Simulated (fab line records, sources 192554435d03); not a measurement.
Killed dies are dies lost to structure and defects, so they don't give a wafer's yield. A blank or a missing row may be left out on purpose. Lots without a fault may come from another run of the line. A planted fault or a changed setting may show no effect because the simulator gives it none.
A struck lot beside a sound one | flow n5_finfet | 45 steps out of a route of 1938
Sound: wafers L671.1, L671.4, L671.5. Struck: wafers L666.3, L666.4, L666.5. The cause comes at the end.
At each step with rows: each side's tool, then ch and its chambers, then its first start. Under that, the readings that differ: sound wafers | struck wafers | difference of the means | sigmas: that difference in standard deviations of wafers without a fault.
alike: readings whose means differ by less than 2 such deviations, and words and numbers that are the same on both sides. not compared: withheld readings, readings that some wafer has no value for, bounds like >300 that may hide the same value, and numbers for which the record gives no deviation and whose values overlap.
The two part at a step that has a row with sigmas, a row that says differs or no value, or rows on one side only. Numbers that don't overlap but have no deviation are shown without sigmas and don't part them. A reading that every wafer of one side lacks parts them only if that side has two wafers or more.

first, 11 steps without rows for these wafers: N5_BEOL_M2_DESCUM_33 (chemistry O2, time 7 s); N5_BEOL_M2_ETCH_77 (etches underlayer in N2/H2, target depth 6.5 nm, time 5.2 s); N5_BEOL_M2_ETCH_69 (etches SiARC in CF4, target depth 15.6 nm, time 26 s); N5_BEOL_M2_ALD_98 (deposits SiO2, target thk 2.5 nm, pulse time 1 s, co reactant pulse time 1 s); N5_BEOL_M2_ETCHBACK_99 (etches SiO2 in CHF3, target depth 5 nm, time 10.4 s); N5_BEOL_M2_ETCH_70 (etches SOC in N2/H2, target depth 80 nm, overetch 24 nm, time 130 s); N5_BEOL_M2_STRIP_71 (strips in N2/H2); N5_BEOL_M2_STRIP_78 (strips in N2/H2); N5_BEOL_M2_VIA_ETCH_34 (etches the open film in C4F6/O2, target depth 69.4 nm, time 65.9 s); N5_BEOL_M2_STRIP_83 (strips in C4F6/O2); N5_BEOL_M2_STRIP_36 (strips in N2/H2).
N5_BEOL_M2_TRENCH_ETCH_37: etches SiOC in C4F6/O2, target depth 55.555 nm, time 29.2 s.
  sound on rie_diel-05 ch 0,1, day 12 11:29; struck on rie_diel-04 ch 0,1,3, day 10 20:20
  reading                             | sound             | struck            | difference | sigmas
  rf_fwd_power_W (W)                  | 348.2 351.1 350.3 | 280.9 283.4 286.3 | -66.3      | -35
  model.etch.depth_nm (nm)            | 56.94 55.3 54.94  | 52.6 50.6 52.8    | -3.7       |
  model.BEOL_M2.feature_depth_nm (nm) | 57 55.4 55        | 52.6 50.6 52.8    | -3.8       |
  alike: O2_flow_sccm, drypump_motor_current_A, oes_product_au, rf_vpp_V, showerhead_plenum_p_Torr, throttle_valve_pct
  not compared: rf_hours_counter_h
then, 2 steps without rows for these wafers: N5_BEOL_M2_ETCH_41 (etches SiCN in CH3F/O2, target depth 29.9 nm, time 52.5 s); N5_BEOL_M2_STRIP_97 (strips in N2/H2, time 10 s).
N5_BEOL_M2_OCD_MEAS_38:
  sound on ocd-01, day 12 11:38; struck on ocd-01, day 10 20:29
  reading              | sound          | struck         | difference | sigmas
  trench_depth_nm (nm) | 56.8 55.7 55.0 | 52.5 51.1 53.1 | -3.6       | -3
then, 25 steps without rows for these wafers: N5_BEOL_M2_HM_STRIP_39 (strips TiN in peroxide tin strip, target depth 25 nm, time 158 s); N5_BEOL_M2_SRD_40 (time 30 s); N5_BEOL_M2_PRECLEAN_42 (cleans in residue remover, time 60 s); N5_BEOL_M2_SRD_43 (time 30 s); N5_BEOL_M2_DEGAS_44 (time 60 s); N5_BEOL_M2_PRE_CLEAN_45 (time 30 s); N5_BEOL_M2_ALD_84 (deposits TaN, pulse time 2 s, purge time 3 s, co reactant purge time 2 s); N5_BEOL_M2_SURFACE_TREAT_85; N5_BEOL_M2_CVD_47 (deposits Co from CCTBA/H2, target thk 3 nm, time 223.8 s); N5_BEOL_M2_SPUTTER_48 (material Cu, target thk 4.5 nm, time 8.29 s); N5_BEOL_M2_ANNEAL_49 (time 240 s); N5_BEOL_M2_SPUTTER_79 (material Cu, target thk 4.5 nm, time 8.29 s); N5_BEOL_M2_ANNEAL_80 (time 240 s); N5_BEOL_M2_SPUTTER_81 (material Cu, target thk 4.5 nm, time 8.29 s); N5_BEOL_M2_ANNEAL_82 (time 240 s); N5_BEOL_M2_SPUTTER_86 (material Cu, target thk 4.5 nm, time 8.29 s); N5_BEOL_M2_ANNEAL_87 (time 240 s); N5_BEOL_M2_SPUTTER_88 (material Cu, target thk 4.5 nm, time 8.29 s); N5_BEOL_M2_ANNEAL_89 (time 240 s); N5_BEOL_M2_SPUTTER_90 (material Cu, target thk 4.5 nm, time 8.29 s); N5_BEOL_M2_ANNEAL_91 (time 240 s); N5_BEOL_M2_SPUTTER_92 (material Cu, target thk 4.5 nm, time 8.29 s); N5_BEOL_M2_ANNEAL_93 (time 240 s); N5_BEOL_M2_SPUTTER_94 (material Cu, target thk 4.5 nm, time 8.29 s); N5_BEOL_M2_ANNEAL_95 (time 240 s).
N5_BEOL_M2_CMP_52: polishes, stops on SiOC, t overpolish 6.8 s, target thk 40 nm.
  sound on cmp-03 ch 1,2, day 12 14:55; struck on cmp-01 ch 0,3, day 11 00:37
  reading                                | sound      | struck       | difference | sigmas
  model.Cu_of_BEOL_M2_ECD_50.thk_nm (nm) | 40 40.6 38 | 36.6 32 33.6 | -5.5       |
  alike: barrier_field_endpoint_s, clearing_platen_down_force_psi, motor_current_A, overpolish_run_s, time_to_endpoint_s
N5_BEOL_M2_THK_MEAS_53: measures by xrf.
  sound on film_metro-02, day 12 15:12; struck on film_metro-02, day 11 00:55
  reading     | sound          | struck         | difference | sigmas
  M2_THK (nm) | 40.5 40.8 38.4 | 37.0 32.2 34.0 | -5.5       | -3
N5_BEOL_M2_RS_MEAS_58: measures by four-point-probe.
  sound on film_metro-02, day 12 15:28; struck on film_metro-02, day 11 01:11
  reading        | sound          | struck         | difference | sigmas
  M2_RS (ohm/sq) | 0.67 0.66 0.72 | 0.75 0.89 0.84 | +0.14      | +3
N5_BEOL_M4_RC_MEAS_101:
  sound on prober-01 ch 0, day 13 17:15; struck on prober-01 ch 0, day 12 03:05
  alike: DIBL_N, DIBL_P, IOFF_N, IOFF_P, ION_N, ION_P, SS_N, SS_P, VT_N, VT_P
N5_PASSIVATION_PROBE_49:
  the record has rows for the sound wafers here (prober-02, day 18 01:23) and none for the struck ones

WHERE THEY PART
First at N5_BEOL_M2_TRENCH_ETCH_37; last, within this record, at N5_PASSIVATION_PROBE_49.

WHY: what the simulator had put in
Process parameter drift: rie_diel-04, from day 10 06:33 on, at N5_BEOL_M2_TRENCH_ETCH_37. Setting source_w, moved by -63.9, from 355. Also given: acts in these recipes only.
